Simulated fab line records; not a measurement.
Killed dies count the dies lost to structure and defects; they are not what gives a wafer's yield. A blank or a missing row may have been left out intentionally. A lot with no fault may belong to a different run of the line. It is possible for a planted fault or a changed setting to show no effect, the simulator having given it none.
Chamber matching ; flow nand harc ; NHARC_P_GATE_DEP_103 on pecvd-02 has 3 sister chambers
The step deposits SiON, target thk 30 nm. 6 wafers are shown with their chamber, then 11 later ones without.

== WAFERS WITH THEIR CHAMBER ==
wafer;chamber;heater power w (W)
L092.2;1;687
L092.5;1;696
L092.1;0;668
L092.4;2;665
L092.6;0;681
L093.1;2;732

== WAFERS MISSING THEIR CHAMBER ==
wafer;heater power w (W)
L093.2;644
L093.6;719
L094.1;750
L094.2;750
L094.6;753
L095.2;706
L095.4;808
L095.5;731
L096.2;679
L096.3;607
L096.4;769

== CHAMBER TAKEN BY EACH ==
wafer;from the rows above;in truth
L093.2;can't be placed: 0 or 1 or 2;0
L093.6;can't be placed: 2 or 1 or 0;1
L094.1;can't be placed: 2 or 1 or 0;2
L094.2;can't be placed: 2 or 1 or 0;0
L094.6;can't be placed: 2 or 1 or 0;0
L095.2;can't be placed: 2 or 1 or 0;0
L095.4;can't be placed: 2 or 1 or 0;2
L095.5;can't be placed: 2 or 1 or 0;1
L096.2;can't be placed: 0 or 1 or 2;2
L096.3;can't be placed: 0 or 1 or 2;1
L096.4;can't be placed: 2 or 1 or 0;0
Correctly placed: 0 of 11. Not placeable from these rows: 11 (in 11, the candidates include the true chamber). Placed wrongly: 0.
How it was worked out, from the rows above alone: a wafer's distance from a chamber is the root of the sum, over the readings, of the square of ((its reading less the chamber's mean) divided by the reading's scatter). The wafer belongs to the nearest chamber; if the next one is less than 2 further off, it can't be placed. Each chamber's mean is taken over the wafers shown for it. The scatter: the root of (the sum of the squares of (reading less its chamber's mean) over the shown wafers, divided by (wafers less chambers)).
